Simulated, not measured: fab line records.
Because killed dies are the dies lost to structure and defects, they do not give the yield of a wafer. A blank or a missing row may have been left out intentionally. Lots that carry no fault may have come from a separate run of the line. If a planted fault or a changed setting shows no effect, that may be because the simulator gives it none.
Which tool was responsible? | flow n5 finfet | 21 lots with 63 wafers sampled at 6 steps, on a route of 1938 steps

== WHAT THE GAUGES SHOWED, per wafer ==
Not one reading of a measure or inspect step in the record can be checked against a usual standard deviation.

== EACH LOT AND THE TOOL THAT RAN IT (in order: tool; ch and the chambers of the sampled wafers; start) ==
lot  | N5_FIN_SAQP_MANDREL1_REMOVE_56  | N5_FIN_SAQP_ETCH_67               | N5_FIN_SAQP_STRIP_70              | N5_FIN_SAQP_SPACER2_ALD_28       | N5_FIN_SAQP_ETCH_64             | N5_STI_FIN_REVEAL_ALD_14
L074 | rie si-02 ch 0,2, day 2 00:51   | rie diel-05 ch 1,3, day 2 01:46   | rie diel-05 ch 1,3, day 2 01:49   | ald sin-02 ch 2,3, day 2 02:01   | rie si-05 ch 0,1,2, day 2 02:51 | ald sin-03 ch 0,2,3, day 2 05:00
L075 | rie si-05 ch 1,2,3, day 2 06:07 | rie diel-04 ch 0,2,3, day 2 07:14 | rie diel-04 ch 0,2,3, day 2 07:16 | ald sin-04 ch 0,1,3, day 2 07:28 | rie si-05 ch 2,3, day 2 08:32   | ald sin-01 ch 0,2, day 2 10:14
L076 | rie si-06 ch 1,2,3, day 2 11:29 | rie diel-04 ch 0,2, day 2 12:22   | rie diel-04 ch 0,2, day 2 12:25   | ald sin-02 ch 1,2, day 2 12:37   | rie si-06 ch 2,3, day 2 13:36   | ald sin-01 ch 0,1, day 2 15:52
L079 | rie si-05 ch 0,2, day 3 05:30   | rie diel-05 ch 1,2,3, day 3 06:26 | rie diel-05 ch 1,2,3, day 3 06:28 | ald sin-02 ch 0,1,3, day 3 06:41 | rie si-05 ch 0,3, day 3 07:32   | ald sin-02 ch 0,1, day 3 09:14
L080 | rie si-05 ch 0,1,3, day 3 11:30 | rie diel-05 ch 1,2,3, day 3 12:23 | rie diel-05 ch 1,2,3, day 3 12:26 | ald sin-02 ch 0,1,2, day 3 12:38 | rie si-06 ch 0,1, day 3 13:29   | ald sin-03 ch 1,2,3, day 3 15:19
L081 | rie si-02 ch 0,3, day 3 17:35   | rie diel-03 ch 2,3, day 3 18:29   | rie diel-03 ch 2,3, day 3 18:32   | ald sin-02 ch 0,2,3, day 3 18:44 | rie si-05 ch 0,1, day 3 19:44   | ald sin-01 ch 1,2,3, day 3 21:28
L082 | rie si-05 ch 0,1,3, day 4 00:14 | rie diel-05 ch 0,1,2, day 4 01:08 | rie diel-05 ch 0,1,2, day 4 01:10 | ald sin-02 ch 0,1,3, day 4 01:48 | rie si-06 ch 0,1,2, day 4 02:38 | ald sin-01 ch 0,2,3, day 4 04:28
L083 | rie si-05 ch 1,2, day 4 05:59   | rie diel-04 ch 1,3, day 4 07:02   | rie diel-04 ch 1,3, day 4 07:04   | ald sin-03 ch 1,3, day 4 07:16   | rie si-06 ch 0,1,2, day 4 08:16 | ald sin-03 ch 0,1, day 4 10:05
L084 | rie si-06 ch 0,1,2, day 4 12:02 | rie diel-03 ch 0,2,3, day 4 12:56 | rie diel-03 ch 0,2,3, day 4 12:59 | ald sin-02 ch 2,3, day 4 14:41   | rie si-05 ch 0,3, day 4 15:31   | ald sin-02 ch 0,3, day 4 18:11
L085 | rie si-02 ch 0,2,3, day 4 18:07 | rie diel-05 ch 1,2,3, day 4 19:00 | rie diel-05 ch 1,2,3, day 4 19:02 | ald sin-02 ch 0,1,3, day 4 19:14 | rie si-05 ch 1,2,3, day 4 20:05 | ald sin-02 ch 0,1,3, day 4 22:24
L086 | rie si-05 ch 0,1,3, day 4 23:44 | rie diel-03 ch 0,1,3, day 5 00:58 | rie diel-03 ch 0,1,3, day 5 01:01 | ald sin-04 ch 1,2, day 5 03:35   | rie si-06 ch 0,1, day 5 04:28   | ald sin-02 ch 1,2,3, day 5 07:16
L087 | rie si-02 ch 0,1,2, day 5 06:59 | rie diel-05 ch 0,2, day 5 07:56   | rie diel-05 ch 0,2, day 5 07:58   | ald sin-02 ch 0,1, day 5 08:11   | rie si-05 ch 1,2, day 5 09:04   | ald sin-02 ch 0,2,3, day 5 10:46
L088 | rie si-05 ch 1,2,3, day 5 12:01 | rie diel-04 ch 0,1,3, day 5 12:59 | rie diel-04 ch 0,1,3, day 5 13:01 | ald sin-02 ch 1,2, day 5 13:13   | rie si-02 ch 1,2,3, day 5 14:04 | ald sin-03 ch 0,1, day 5 15:52
L089 | rie si-05 ch 1,2,3, day 5 17:22 | rie diel-05 ch 1,2,3, day 5 18:16 | rie diel-05 ch 1,2,3, day 5 18:18 | ald sin-03 ch 1,2,3, day 5 19:47 | rie si-02 ch 0,1,3, day 5 20:38 | ald sin-01 ch 0,1,3, day 5 23:02
L090 | rie si-06 ch 1,2,3, day 6 00:28 | rie diel-05 ch 0,2,3, day 6 01:38 | rie diel-05 ch 0,2,3, day 6 01:40 | ald sin-02 ch 1,2,3, day 6 01:52 | rie si-05 ch 1,2,3, day 6 02:58 | ald sin-03 ch 0,1,2, day 6 04:55
L091 | rie si-05 ch 0,1,2, day 6 06:08 | rie diel-04 ch 1,2,3, day 6 07:05 | rie diel-04 ch 0,1,2, day 6 07:07 | ald sin-02 ch 0,1,3, day 6 07:19 | rie si-06 ch 0,2, day 6 08:34   | ald sin-01 ch 0,1, day 6 10:16
L092 | rie si-05 ch 1,3, day 6 11:55   | rie diel-03 ch 0,3, day 6 12:49   | rie diel-03 ch 0,3, day 6 12:51   | ald sin-04 ch 1,2,3, day 6 13:03 | rie si-05 ch 2,3, day 6 13:53   | ald sin-02 ch 0,2,3, day 6 15:38
L093 | rie si-06 ch 1,2,3, day 6 18:17 | rie diel-05 ch 0,2,3, day 6 19:11 | rie diel-05 ch 0,2,3, day 6 19:13 | ald sin-04 ch 1,3, day 6 19:26   | rie si-05 ch 0,2,3, day 6 20:24 | ald sin-02 ch 0,1, day 6 22:51
L095 | rie si-02 ch 0,3, day 7 06:35   | rie diel-03 ch 0,1,2, day 7 07:29 | rie diel-03 ch 0,1,2, day 7 07:32 | ald sin-02 ch 1,3, day 7 07:44   | rie si-05 ch 1,2,3, day 7 08:35 | ald sin-02 ch 0,3, day 7 10:41
L096 | rie si-06 ch 0,2,3, day 7 12:49 | rie diel-03 ch 0,1, day 7 13:46   | rie diel-03 ch 0,1, day 7 13:49   | ald sin-04 ch 0,2,3, day 7 14:32 | rie si-02 ch 1,3, day 7 15:23   | ald sin-02 ch 0,2,3, day 7 18:29
L097 | rie si-05 ch 0,1,3, day 7 17:34 | rie diel-04 ch 1,3, day 7 18:52   | rie diel-04 ch 1,3, day 7 18:56   | ald sin-03 ch 2,3, day 7 19:10   | rie si-02 ch 0,1,3, day 7 20:14 | ald sin-03 ch 0,1, day 7 22:04
- N5_FIN_SAQP_MANDREL1_REMOVE_56: chemistry HBr/Cl2/O2, target a-Si, stops on SiNx, bt time 10 s.
- N5_FIN_SAQP_ETCH_67: etches SiNx in CH3F/O2, target depth 30 nm.
- N5_FIN_SAQP_STRIP_70: strips in N2/H2.
- N5_FIN_SAQP_SPACER2_ALD_28: deposits SiO2, target thk 8.1 nm, pulse time 1 s, purge time 2 s.
- N5_FIN_SAQP_ETCH_64: etches SiO2 in CF4, target depth 1.5 nm.
- N5_STI_FIN_REVEAL_ALD_14: deposits Si3N4, target thk 3 nm.

== AS READ BY THE TOOLS THEMSELVES (means over the sampled wafers that have a number; for cases with no such wafer, the mark the record gives instead) ==
N5_FIN_SAQP_MANDREL1_REMOVE_56. Usual: chamber pressure mTorr 10.000 mTorr, standard deviation 0.0093; drypump motor current A 5.8 A, standard deviation 0.44; oes product au 1.003 a.u., standard deviation 0.013; throttle valve pct 36.56 %, standard deviation 0.26.
lot  | tool      | chamber pressure mTorr (mTorr) | drypump motor current A (A) | oes product au (a.u.) | throttle valve pct (%) | flag
L074 | rie si-02 | 10.003                         | 5.9                         | 1.001                 | 36.45                  |
L075 | rie si-05 | 10.002                         | 5.8                         | 1.008                 | 36.64                  |
L076 | rie si-06 | 10.015                         | 5.6                         | 1.000                 | 36.57                  |
L079 | rie si-05 | 9.993                          | 5.5                         | 1.002                 | 36.74                  |
L080 | rie si-05 | 10.010                         | 5.8                         | 1.006                 | 36.48                  |
L081 | rie si-02 | 9.999                          | 5.9                         | 0.987                 | 36.43                  |
L082 | rie si-05 | 10.001                         | 5.8                         | 1.002                 | 36.48                  |
L083 | rie si-05 | 10.007                         | 5.5                         | 1.007                 | 36.80                  |
L084 | rie si-06 | 10.004                         | 5.7                         | 1.006                 | 36.58                  |
L085 | rie si-02 | 9.999                          | 6.1                         | 1.002                 | 36.46                  |
L086 | rie si-05 | 10.005                         | 5.8                         | 1.011                 | 36.48                  |
L087 | rie si-02 | 9.994                          | 5.8                         | 0.997                 | 36.34                  |
L088 | rie si-05 | 9.997                          | 5.8                         | 1.001                 | 36.64                  |
L089 | rie si-05 | 9.993                          | 5.8                         | 0.996                 | 36.64                  |
L090 | rie si-06 | 9.998                          | 5.6                         | 0.999                 | 36.56                  |
L091 | rie si-05 | 9.999                          | 5.5                         | 1.006                 | 36.64                  |
L092 | rie si-05 | 9.997                          | 6.1                         | 0.993                 | 36.48                  |
L093 | rie si-06 | 9.999                          | 5.6                         | 1.001                 | 36.56                  |
L095 | rie si-02 | 9.993                          | 6.0                         | 0.996                 | 36.44                  |
L096 | rie si-06 | 9.999                          | 6.0                         | 1.005                 | 36.55                  |
L097 | rie si-05 | 10.005                         | 5.8                         | 1.011                 | 36.48                  |

N5_FIN_SAQP_ETCH_67. Usual: for chamber pressure mTorr, 30.003 mTorr with a standard deviation of 0.028; for drypump motor current A, 6.1 A with a standard deviation of 0.34; for mfc ar sccm, 150.0 sccm with a standard deviation of 0.48; for oes product au, 0.77 a.u. with a standard deviation of 0.086; for rf vpp V, 298 V with a standard deviation of 3.8; for showerhead plenum p Torr, 2.00 Torr with a standard deviation of 0.052; for throttle valve pct, 16.4 % with a standard deviation of 0.3.
lot  | tool        | chamber pressure mTorr (mTorr) | drypump motor current A (A) | mfc ar sccm (sccm) | oes product au (a.u.) | rf vpp V (V) | showerhead plenum p Torr (Torr) | throttle valve pct (%) | flag
L074 | rie diel-05 | 30.002                         | 6.2                         | 150.1              | 0.74                  | 303          | 2.02                            | 16.7                   |
L075 | rie diel-04 | 30.018                         | 5.7                         | 150.1              | 0.70                  | 296          | 1.98                            | 16.5                   |
L076 | rie diel-04 | 30.012                         | 5.4                         | 150.0              | 0.71                  | 299          | 2.04                            | 16.4                   |
L079 | rie diel-05 | 29.990                         | 6.2                         | 150.0              | 0.78                  | 299          | 2.01                            | 16.5                   |
L080 | rie diel-05 | 30.022                         | 6.3                         | 150.0              | 0.77                  | 298          | 2.01                            | 16.5                   |
L081 | rie diel-03 | 29.997                         | 5.8                         | 149.9              | 0.77                  | 302          | 2.06                            | 16.6                   |
L082 | rie diel-05 | 30.000                         | 6.2                         | 149.4              | 0.82                  | 298          | 1.97                            | 16.2                   |
L083 | rie diel-04 | 29.990                         | 6.1                         | 150.1              | 0.71                  | 296          | 1.97                            | 16.5                   |
L084 | rie diel-03 | 30.009                         | 5.8                         | 149.7              | 0.82                  | 299          | 2.04                            | 16.5                   |
L085 | rie diel-05 | 30.005                         | 6.2                         | 150.3              | 0.76                  | 298          | 2.00                            | 16.5                   |
L086 | rie diel-03 | 29.993                         | 6.2                         | 149.5              | 0.81                  | 297          | 2.01                            | 16.5                   |
L087 | rie diel-05 | 30.013                         | 6.1                         | 150.6              | 0.86                  | 297          | 1.96                            | 16.0                   |
L088 | rie diel-04 | 30.002                         | 5.9                         | 150.4              | 0.70                  | 297          | 1.98                            | 16.5                   |
L089 | rie diel-05 | 30.041                         | 6.2                         | 150.1              | 0.75                  | 298          | 2.00                            | 16.5                   |
L090 | rie diel-05 | 29.980                         | 6.2                         | 150.2              | 0.82                  | 298          | 1.99                            | 16.3                   |
L091 | rie diel-04 | 30.030                         | 5.9                         | 150.2              | 0.69                  | 294          | 1.95                            | 16.5                   |
L092 | rie diel-03 | 30.001                         | 6.0                         | 149.8              | 0.85                  | 296          | 2.03                            | 16.4                   |
L093 | rie diel-05 | 30.025                         | 6.2                         | 149.8              | 0.79                  | 299          | 1.99                            | 16.3                   |
L095 | rie diel-03 | 29.990                         | 5.9                         | 149.9              | 0.84                  | 299          | 2.02                            | 16.6                   |
L096 | rie diel-03 | 29.966                         | 6.0                         | 150.0              | 0.89                  | 296          | 2.00                            | 16.5                   |
L097 | rie diel-04 | 29.994                         | 6.1                         | 150.1              | 0.69                  | 295          | 1.96                            | 16.5                   |

N5_FIN_SAQP_STRIP_70. Usual: for bias power w, 28.00 W with a standard deviation of 0.081; for chamber pressure mTorr, 49.99 mTorr with a standard deviation of 0.043; for drypump motor current A, 6.1 A with a standard deviation of 0.35; for oes product au, 0.77 a.u. with a standard deviation of 0.087; for rf vpp V, 121.8 V with a standard deviation of 0.98; for showerhead plenum p Torr, 3.36 Torr with a standard deviation of 0.086; for throttle valve pct, 19.07 % with a standard deviation of 0.28.
lot  | tool        | bias power w (W) | chamber pressure mTorr (mTorr) | drypump motor current A (A) | oes product au (a.u.) | rf vpp V (V) | showerhead plenum p Torr (Torr) | throttle valve pct (%) | flag
L074 | rie diel-05 | 27.94            | 49.99                          | 6.2                         | 0.72                  | 122.3        | 3.38                            | 19.22                  |
L075 | rie diel-04 | 28.01            | 49.98                          | 5.7                         | 0.70                  | 122.0        | 3.33                            | 18.95                  |
L076 | rie diel-04 | 28.02            | 50.01                          | 5.4                         | 0.70                  | 122.1        | 3.42                            | 18.87                  |
L079 | rie diel-05 | 28.02            | 50.01                          | 6.2                         | 0.77                  | 121.7        | 3.37                            | 19.08                  |
L080 | rie diel-05 | 28.01            | 49.99                          | 6.2                         | 0.77                  | 121.1        | 3.37                            | 19.09                  |
L081 | rie diel-03 | 27.92            | 50.00                          | 5.8                         | 0.77                  | 122.4        | 3.45                            | 19.21                  |
L082 | rie diel-05 | 28.09            | 49.99                          | 6.2                         | 0.82                  | 122.3        | 3.30                            | 18.94                  |
L083 | rie diel-04 | 27.98            | 49.99                          | 6.1                         | 0.71                  | 121.6        | 3.31                            | 19.00                  |
L084 | rie diel-03 | 28.01            | 49.97                          | 5.9                         | 0.81                  | 122.6        | 3.43                            | 19.13                  |
L085 | rie diel-05 | 27.99            | 50.00                          | 6.3                         | 0.76                  | 122.9        | 3.36                            | 19.11                  |
L086 | rie diel-03 | 27.98            | 49.96                          | 6.2                         | 0.81                  | 121.8        | 3.38                            | 19.06                  |
L087 | rie diel-05 | 27.99            | 49.98                          | 6.1                         | 0.86                  | 121.8        | 3.28                            | 18.91                  |
L088 | rie diel-04 | 27.98            | 50.02                          | 5.9                         | 0.69                  | 122.3        | 3.34                            | 19.03                  |
L089 | rie diel-05 | 28.05            | 50.01                          | 6.3                         | 0.75                  | 121.0        | 3.36                            | 19.11                  |
L090 | rie diel-05 | 28.06            | 50.01                          | 6.2                         | 0.81                  | 122.3        | 3.34                            | 19.07                  |
L091 | rie diel-04 | 28.02            | 49.98                          | 5.6                         | 0.70                  | 122.1        | 3.37                            | 18.89                  |
L092 | rie diel-03 | 27.95            | 49.96                          | 5.9                         | 0.86                  | 123.1        | 3.40                            | 19.07                  |
L093 | rie diel-05 | 28.00            | 50.01                          | 6.2                         | 0.80                  | 121.8        | 3.34                            | 19.09                  |
L095 | rie diel-03 | 27.91            | 50.05                          | 5.9                         | 0.84                  | 121.6        | 3.39                            | 19.21                  |
L096 | rie diel-03 | 28.11            | 49.99                          | 6.0                         | 0.89                  | 121.4        | 3.38                            | 19.13                  |
L097 | rie diel-04 | 28.05            | 50.00                          | 6.1                         | 0.69                  | 121.2        | 3.29                            | 19.05                  |

N5_FIN_SAQP_SPACER2_ALD_28. Usual: heater power w 481 W, standard deviation 51; precursor pulse height rel 0.998, standard deviation 0.02.
lot  | tool       | heater power w (W) | precursor pulse height rel | flag
L074 | ald sin-02 | 524                | 1.010                      |
L075 | ald sin-04 | 458                | 0.992                      |
L076 | ald sin-02 | 454                | 1.006                      |
L079 | ald sin-02 | 485                | 0.988                      |
L080 | ald sin-02 | 452                | 1.009                      |
L081 | ald sin-02 | 500                | 0.986                      |
L082 | ald sin-02 | 481                | 1.011                      |
L083 | ald sin-03 | 561                | 0.999                      |
L084 | ald sin-02 | 507                | 0.994                      |
L085 | ald sin-02 | 486                | 1.001                      |
L086 | ald sin-04 | 503                | 1.000                      |
L087 | ald sin-02 | 439                | 0.998                      |
L088 | ald sin-02 | 460                | 1.025                      |
L089 | ald sin-03 | 511                | 1.017                      |
L090 | ald sin-02 | 488                | 0.993                      |
L091 | ald sin-02 | 482                | 0.987                      |
L092 | ald sin-04 | 464                | 0.995                      |
L093 | ald sin-04 | 428                | 1.013                      |
L095 | ald sin-02 | 516                | 0.998                      |
L096 | ald sin-04 | 444                | 0.987                      |
L097 | ald sin-03 | 500                | 0.992                      |

N5_FIN_SAQP_ETCH_64. Usual: cf4 flow sccm 79.97 sccm, standard deviation 0.23; chamber pressure mTorr 10.000 mTorr, standard deviation 0.0091; drypump motor current A 5.8 A, standard deviation 0.44; oes product au 1.003 a.u., standard deviation 0.015; throttle valve pct 21.70 %, standard deviation 0.2.
lot  | tool      | cf4 flow sccm (sccm) | chamber pressure mTorr (mTorr) | drypump motor current A (A) | oes product au (a.u.) | throttle valve pct (%) | flag
L074 | rie si-05 | 79.89                | 9.998                          | 5.5                         | 1.009                 | 21.79                  |
L075 | rie si-05 | 79.82                | 9.992                          | 6.1                         | 0.993                 | 21.84                  |
L076 | rie si-06 | 79.91                | 10.003                         | 5.9                         | 0.995                 | 21.52                  |
L079 | rie si-05 | 79.98                | 10.005                         | 5.8                         | 1.007                 | 21.71                  |
L080 | rie si-06 | 80.21                | 10.000                         | 5.5                         | 1.025                 | 21.73                  |
L081 | rie si-05 | 79.81                | 10.001                         | 5.6                         | 1.012                 | 21.59                  |
L082 | rie si-06 | 80.08                | 9.990                          | 5.7                         | 1.005                 | 21.72                  |
L083 | rie si-06 | 80.00                | 9.995                          | 5.7                         | 1.007                 | 21.72                  |
L084 | rie si-05 | 80.06                | 9.999                          | 6.1                         | 1.001                 | 21.70                  |
L085 | rie si-05 | 80.00                | 9.990                          | 5.8                         | 0.998                 | 21.78                  |
L086 | rie si-06 | 79.95                | 9.995                          | 5.5                         | 1.004                 | 21.72                  |
L087 | rie si-05 | 80.13                | 10.000                         | 5.5                         | 1.000                 | 21.72                  |
L088 | rie si-02 | 79.97                | 9.999                          | 5.9                         | 0.990                 | 21.52                  |
L089 | rie si-02 | 79.99                | 10.005                         | 5.8                         | 0.986                 | 21.50                  |
L090 | rie si-05 | 79.87                | 9.995                          | 5.8                         | 0.997                 | 21.78                  |
L091 | rie si-06 | 80.02                | 10.012                         | 6.0                         | 1.017                 | 21.70                  |
L092 | rie si-05 | 80.05                | 10.004                         | 5.7                         | 0.999                 | 21.99                  |
L093 | rie si-05 | 79.87                | 10.003                         | 5.8                         | 1.004                 | 21.85                  |
L095 | rie si-05 | 79.92                | 9.999                          | 5.8                         | 0.999                 | 21.77                  |
L096 | rie si-02 | 79.79                | 10.007                         | 5.8                         | 0.976                 | 21.46                  |
L097 | rie si-02 | 79.96                | 9.999                          | 5.7                         | 1.000                 | 21.50                  |

N5_STI_FIN_REVEAL_ALD_14. Usual: heater power w reads 878 W (standard deviation 82).
lot  | tool       | heater power w (W) | flag
L074 | ald sin-03 | 857                |
L075 | ald sin-01 | 881                |
L076 | ald sin-01 | 836                |
L079 | ald sin-02 | 805                |
L080 | ald sin-03 | 946                |
L081 | ald sin-01 | 921                |
L082 | ald sin-01 | 923                |
L083 | ald sin-03 | 862                |
L084 | ald sin-02 | 881                |
L085 | ald sin-02 | 855                |
L086 | ald sin-02 | 894                |
L087 | ald sin-02 | 898                |
L088 | ald sin-03 | 897                |
L089 | ald sin-01 | 886                |
L090 | ald sin-03 | 895                |
L091 | ald sin-01 | 831                |
L092 | ald sin-02 | 896                |
L093 | ald sin-02 | 806                |
L095 | ald sin-02 | 887                |
L096 | ald sin-02 | 884                |
L097 | ald sin-03 | 882                |

== THE ANSWER, worked out from the rows above alone ==
Rule: a lot is off if the mean of its wafers that have a number lies more than 3 standard deviations from the usual mean. A lot without any number at a reading at which 4 lots or more have one is off too. All remaining lots with rows at the step are treated as sound. Order of review: gauges by route order, followed by the tools' own readings, for which a lot's mean as printed above is used. At the first step where some lot is off, the reading lying furthest off is the one used; lots without a number count as furthest.
Nothing can be told from this: no lot is off at any reading shown.

== WHAT HAD BEEN PUT IN BY THE SIMULATOR ==
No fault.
